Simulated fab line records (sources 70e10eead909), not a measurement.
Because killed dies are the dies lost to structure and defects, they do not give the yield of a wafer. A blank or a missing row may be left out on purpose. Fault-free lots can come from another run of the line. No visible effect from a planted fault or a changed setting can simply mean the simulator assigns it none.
What tool caused it? | flow nandHarc | 24 lots, 72 wafers sampled, at 6 steps of a route of 1159

WHAT EACH GAUGE READ, for each wafer
NHARC_A_CONTACT_INSPECT_71. Usual: rawDefectCount 27, standard deviation 14.
lot  | measured     | on               | rawDefectCount | flag
L074 | day 16 10:32 | defectInspect-02 | 10 8 10        | 
L077 | day 16 21:34 | defectInspect-01 | 10 6 17        | 
L076 | day 16 21:43 | defectInspect-01 | 22 19 19       | 
L075 | day 17 02:29 | defectInspect-01 | 28 46 46       | 
L078 | day 17 02:49 | defectInspect-01 | 8 7 6          | 
L079 | day 17 12:41 | defectInspect-02 | 27 42 31       | 
L080 | day 17 13:51 | defectInspect-02 | 15 9 15        | 
L081 | day 18 06:20 | defectInspect-02 | 10 14 17       | 
L082 | day 18 15:43 | defectInspect-01 | 51 32 35       | 
L083 | day 18 18:47 | defectInspect-01 | 14 9 15        | 
L084 | day 18 21:07 | defectInspect-02 | 29 26 32       | 
L086 | day 19 16:27 | defectInspect-02 | 34 40 36       | 
L087 | day 19 18:13 | defectInspect-02 | 33 38 29       | 
L085 | day 20 02:10 | defectInspect-01 | 17 15 26       | 
L089 | day 20 02:35 | defectInspect-02 | 32 34 25       | 
L088 | day 20 10:23 | defectInspect-01 | 22 31 45       | 
L090 | day 20 11:57 | defectInspect-02 | 19 39 29       | 
L092 | day 20 14:56 | defectInspect-02 | 12 14 8        | 
L091 | day 20 18:16 | defectInspect-02 | 33 40 54       | 
L093 | day 21 02:19 | defectInspect-02 | 53 76 64       | 
L095 | day 22 00:52 | defectInspect-01 | 32 30 35       | 
L094 | day 22 03:35 | defectInspect-01 | 13 20 21       | 
L097 | day 22 08:47 | defectInspect-02 | 41 44 33       | 
L096 | day 22 17:08 | defectInspect-01 | 36 44 39       | 

NHARC_A_CONTACT_CD_MEAS_80. Usual: cdNm 189.5 nm, standard deviation 0.83.
lot  | measured     | on       | cdNm (nm)         | flag
L074 | day 16 14:19 | cdSem-02 | 189.2 189.5 189.4 | 
L077 | day 17 01:01 | cdSem-03 | 190.6 190.8 190.4 | 
L076 | day 17 01:15 | cdSem-02 | 189.7 189.9 190.1 | 
L075 | day 17 05:52 | cdSem-03 | 189.2 189.4 189.1 | 
L078 | day 17 07:29 | cdSem-03 | 188.3 188.2 187.7 | 
L079 | day 17 16:01 | cdSem-02 | 189.8 189.6 190.1 | 
L080 | day 17 17:41 | cdSem-03 | 190.5 190.2 190.3 | 
L081 | day 18 09:40 | cdSem-02 | 190.0 190.1 189.7 | 
L082 | day 18 19:01 | cdSem-01 | 189.3 188.9 189.7 | 
L083 | day 18 22:39 | cdSem-02 | 189.7 190.0 189.9 | 
L084 | day 19 00:26 | cdSem-03 | 188.5 187.9 187.7 | 
L086 | day 19 19:46 | cdSem-03 | 188.1 188.4 188.6 | 
L087 | day 19 21:31 | cdSem-03 | 189.9 190.1 190.1 | 
L085 | day 20 06:26 | cdSem-03 | 190.3 190.2 190.2 | 
L089 | day 20 06:47 | cdSem-02 | 189.6 189.8 189.3 | 
L088 | day 20 13:44 | cdSem-03 | 190.5 190.1 190.5 | 
L090 | day 20 15:45 | cdSem-02 | 189.5 189.8 190.3 | 
L092 | day 20 18:24 | cdSem-01 | 187.9 188.6 188.3 | 
L091 | day 20 21:37 | cdSem-01 | 189.8 190.0 190.5 | 
L093 | day 21 05:37 | cdSem-01 | 189.0 188.8 189.1 | 
L095 | day 22 04:10 | cdSem-03 | 190.0 190.4 189.2 | 
L094 | day 22 06:56 | cdSem-03 | 188.8 189.1 188.3 | 
L097 | day 22 12:15 | cdSem-02 | 189.8 189.7 190.4 | 
L096 | day 22 20:31 | cdSem-03 | 190.4 190.3 190.4 | 

NHARC_A_CONTACT_INSPECT_23. Usual: rawDefectCount 401, standard deviation 100.
lot  | measured     | on               | rawDefectCount | flag
L074 | day 17 02:56 | defectInspect-01 | 400 555 259    | 
L077 | day 17 11:28 | defectInspect-01 | 399 473 628    | 
L076 | day 17 12:12 | defectInspect-01 | 424 321 368    | 
L075 | day 17 14:20 | defectInspect-01 | 371 449 375    | 
L078 | day 17 17:41 | defectInspect-02 | 280 297 262    | 
L079 | day 18 08:54 | defectInspect-02 | 554 630 595    | 
L080 | day 18 09:38 | defectInspect-01 | 496 415 410    | 
L081 | day 18 19:50 | defectInspect-02 | 333 331 316    | 
L082 | day 19 05:23 | defectInspect-01 | 309 468 442    | 
L083 | day 19 07:20 | defectInspect-02 | 439 453 324    | 
L084 | day 19 10:13 | defectInspect-02 | 648 379 526    | 
L086 | day 20 05:29 | defectInspect-01 | 417 376 424    | 
L087 | day 20 06:01 | defectInspect-01 | 331 379 485    | 
L085 | day 20 17:00 | defectInspect-01 | 338 429 639    | 
L089 | day 20 18:43 | defectInspect-02 | 270 300 337    | 
L088 | day 21 03:29 | defectInspect-02 | 378 406 562    | 
L090 | day 21 15:10 | defectInspect-01 | 349 361 331    | 
L092 | day 21 17:01 | defectInspect-02 | 419 335 381    | 
L091 | day 21 17:01 | defectInspect-01 | 333 355 565    | 
L093 | day 21 22:31 | defectInspect-01 | 266 391 406    | 
L095 | day 22 12:32 | defectInspect-01 | 453 395 502    | 
L094 | day 22 18:59 | defectInspect-01 | 257 260 411    | 
L097 | day 22 21:05 | defectInspect-01 | 498 454 314    | 
L096 | day 23 09:11 | defectInspect-01 | 218 309 425    | 

NHARC_A_BLC_CD_MEAS_19. Usual: cdNm 100.0 nm, standard deviation 1.5.
lot  | measured     | on       | cdNm (nm)         | flag
L074 | day 17 04:44 | cdSem-01 | 99.7 101.0 102.7  | 
L077 | day 17 13:20 | cdSem-02 | 100.1 101.6 98.5  | 
L076 | day 17 13:54 | cdSem-03 | 99.8 102.2 99.6   | 
L075 | day 17 16:02 | cdSem-03 | 100.8 101.5 100.7 | 
L078 | day 17 19:14 | cdSem-03 | 100.8 101.4 100.4 | 
L079 | day 18 10:26 | cdSem-02 | 100.2 102.3 100.4 | 
L080 | day 18 11:17 | cdSem-02 | 99.9 101.4 101.2  | 
L081 | day 18 21:33 | cdSem-03 | 103.0 100.9 100.9 | 
L082 | day 19 07:03 | cdSem-02 | 100.8 100.2 102.0 | 
L083 | day 19 08:59 | cdSem-02 | 99.0 100.0 98.3   | 
L084 | day 19 11:52 | cdSem-02 | 97.5 99.9 100.2   | 
L086 | day 20 07:08 | cdSem-01 | 99.7 98.5 101.4   | 
L087 | day 20 07:34 | cdSem-02 | 100.5 98.8 100.8  | 
L085 | day 20 18:40 | cdSem-03 | 101.9 99.2 101.1  | 
L089 | day 20 20:16 | cdSem-02 | 97.8 99.9 96.9    | 
L088 | day 21 05:02 | cdSem-02 | 97.5 100.4 97.8   | 
L090 | day 21 16:49 | cdSem-02 | 99.4 96.8 100.1   | 
L092 | day 21 18:40 | cdSem-02 | 98.1 99.1 100.6   | 
L091 | day 21 19:01 | cdSem-03 | 98.4 101.1 97.8   | 
L093 | day 22 00:22 | cdSem-02 | 98.4 101.5 98.4   | 
L095 | day 22 14:05 | cdSem-01 | 101.0 100.9 99.9  | 
L094 | day 22 20:34 | cdSem-03 | 99.1 99.2 96.0    | 
L097 | day 22 22:37 | cdSem-03 | 99.3 96.9 97.6    | 
L096 | day 23 10:50 | cdSem-03 | 99.3 99.9 100.4   | 

WHAT TOOL EACH LOT RAN ON (gives the tool, then ch and the chambers of the sampled wafers, and finally the start)
lot  | NHARC_A_CONTACT_ETCH_130           | NHARC_A_BLC_DESCUM_15
L074 | harCapEtch-01 ch 0,1, day 16 13:08 | rieDiel-09 ch 1,2, day 17 03:40
L077 | harCapEtch-01 ch 0,1, day 16 23:51 | rieDiel-09 ch 2,3, day 17 12:11
L076 | harCapEtch-02 ch 0,1, day 17 00:02 | rieDiel-01 ch 1,2,3, day 17 12:56
L075 | harCapEtch-03 ch 1, day 17 04:37   | rieDiel-09 ch 0,3, day 17 14:55
L078 | harCapEtch-02 ch 0,1, day 17 06:20 | rieDiel-01 ch 0,1,3, day 17 18:16
L079 | harCapEtch-02 ch 0,1, day 17 14:49 | rieDiel-09 ch 0,3, day 18 09:28
L080 | harCapEtch-01 ch 0,1, day 17 16:14 | rieDiel-09 ch 0,1,2, day 18 10:19
L081 | harCapEtch-02 ch 0,1, day 18 08:27 | rieDiel-06 ch 0,2, day 18 20:25
L082 | harCapEtch-01 ch 0, day 18 17:48   | rieDiel-06 ch 0,1,3, day 19 06:05
L083 | harCapEtch-03 ch 0,1, day 18 21:26 | rieDiel-06 ch 0,1,2, day 19 08:01
L084 | harCapEtch-02 ch 0,1, day 18 23:13 | rieDiel-09 ch 0,1,2, day 19 10:55
L086 | harCapEtch-02 ch 0,1, day 19 18:32 | rieDiel-09 ch 0,2,3, day 20 06:11
L087 | harCapEtch-01 ch 1, day 19 20:18   | rieDiel-06 ch 1,2, day 20 06:35
L085 | harCapEtch-03 ch 0,1, day 20 05:10 | rieDiel-09 ch 0,1,3, day 20 17:41
L089 | harCapEtch-02 ch 0,1, day 20 05:33 | rieDiel-09 ch 0,1, day 20 19:17
L088 | harCapEtch-03 ch 0,1, day 20 12:31 | rieDiel-09 ch 0,1,2, day 21 04:04
L090 | harCapEtch-03 ch 0,1, day 20 14:23 | rieDiel-09 ch 0,1, day 21 15:52
L092 | harCapEtch-01 ch 0,1, day 20 17:11 | rieDiel-09 ch 0,1, day 21 17:43
L091 | harCapEtch-02 ch 0,1, day 20 20:24 | rieDiel-06 ch 2,3, day 21 17:53
L093 | harCapEtch-03 ch 0,1, day 21 04:25 | rieDiel-06 ch 0,3, day 21 23:13
L095 | harCapEtch-02 ch 0,1, day 22 02:58 | rieDiel-09 ch 0,1,2, day 22 13:08
L094 | harCapEtch-03 ch 0,1, day 22 05:44 | rieDiel-06 ch 0,1,2, day 22 19:35
L097 | harCapEtch-01 ch 0,1, day 22 10:58 | rieDiel-06 ch 1,2, day 22 21:39
L096 | harCapEtch-01 ch 0,1, day 22 19:21 | rieDiel-01 ch 0,2, day 23 09:53
- NHARC_A_CONTACT_ETCH_130: etches the open film in C4F8/O2/Ar, time 155 s, target depth 956 nm.
- NHARC_A_BLC_DESCUM_15: chemistry O2, time 3 s.

AS READ BY THE TOOLS THEMSELVES (means over the sampled wafers that have a number; for cases with no such wafer, the mark the record gives instead)
NHARC_A_BLC_DESCUM_15. Usual: drypumpMotorCurrentA 5.5 A, standard deviation 0.52; mfcArSccm 0.005 sccm, standard deviation 0.0088; oesProductAu 1.000 a.u., standard deviation 0.007; rfVppV 57.7 V, standard deviation 0.94; showerheadPlenumPTorr 1.91 Torr, standard deviation 0.063; throttleValvePct 11.311 %, standard deviation 0.0094.
lot  | tool       | drypumpMotorCurrentA (A) | mfcArSccm (sccm) | oesProductAu (a.u.) | rfVppV (V) | showerheadPlenumPTorr (Torr) | throttleValvePct (%) | flag
L074 | rieDiel-09 | 5.6                      | 0.004            | 0.998               | 57.5       | 1.90                         | 11.308               | 
L077 | rieDiel-09 | 5.7                      | 0.011            | 1.002               | 57.8       | 1.89                         | 11.311               | 
L076 | rieDiel-01 | 5.2                      | 0.017            | 1.004               | 57.9       | 1.90                         | 11.319               | 
L075 | rieDiel-09 | 5.3                      | 0.011            | 1.000               | 58.2       | 1.95                         | 11.308               | 
L078 | rieDiel-01 | 5.5                      | 0.007            | 1.000               | 57.6       | 1.92                         | 11.309               | 
L079 | rieDiel-09 | 5.2                      | 0.005            | 0.993               | 58.2       | 1.99                         | 11.309               | 
L080 | rieDiel-09 | 5.5                      | 0.002            | 1.002               | 57.1       | 1.93                         | 11.312               | 
L081 | rieDiel-06 | 5.6                      | 0.000            | 1.002               | 58.1       | 1.88                         | 11.313               | 
L082 | rieDiel-06 | 6.0                      | 0.000            | 1.004               | 57.5       | 1.87                         | 11.317               | 
L083 | rieDiel-06 | 5.6                      | 0.000            | 0.999               | 58.2       | 1.89                         | 11.314               | 
L084 | rieDiel-09 | 5.6                      | 0.002            | 1.003               | 57.5       | 1.93                         | 11.321               | 
L086 | rieDiel-09 | 5.7                      | 0.005            | 1.002               | 58.0       | 1.92                         | 11.304               | 
L087 | rieDiel-06 | 5.4                      | 0.000            | 0.997               | 56.6       | 1.91                         | 11.312               | 
L085 | rieDiel-09 | 5.2                      | 0.007            | 0.990               | 58.0       | 1.96                         | 11.306               | 
L089 | rieDiel-09 | 5.1                      | 0.004            | 0.996               | 57.9       | 1.97                         | 11.311               | 
L088 | rieDiel-09 | 5.6                      | 0.002            | 1.002               | 57.6       | 1.93                         | 11.307               | 
L090 | rieDiel-09 | 5.1                      | 0.004            | 0.992               | 57.9       | 1.97                         | 11.322               | 
L092 | rieDiel-09 | 5.1                      | 0.004            | 0.995               | 57.8       | 1.97                         | 11.306               | 
L091 | rieDiel-06 | 5.4                      | 0.000            | 1.001               | 58.4       | 1.89                         | 11.309               | 
L093 | rieDiel-06 | 5.9                      | 0.000            | 0.996               | 58.6       | 1.85                         | 11.317               | 
L095 | rieDiel-09 | 5.5                      | 0.002            | 1.001               | 58.1       | 1.93                         | 11.305               | 
L094 | rieDiel-06 | 5.6                      | 0.000            | 1.001               | 58.0       | 1.89                         | 11.313               | 
L097 | rieDiel-06 | 5.4                      | 0.000            | 0.989               | 58.0       | 1.91                         | 11.313               | 
L096 | rieDiel-01 | 5.1                      | 0.027            | 0.994               | 57.2       | 1.94                         | 11.320               | 

THE ANSWER, worked out from the rows above alone
Rule: a lot counts as off when the mean over its wafers that have a number is more than 3 standard deviations away from the usual mean. Also off: a lot with no number at a reading for which 4 or more lots have one. Where the step has rows for the other lots, those lots are counted as sound. First the gauges in route order, then the tools' own readings, where a lot's mean is used as printed above. The first step at which some lot is off is used, and at that step the reading that is off furthest; a lot without a number counts as furthest.
None of the lots is off at any reading shown; this tells nothing.

WHAT THE SIMULATOR HAD INSERTED
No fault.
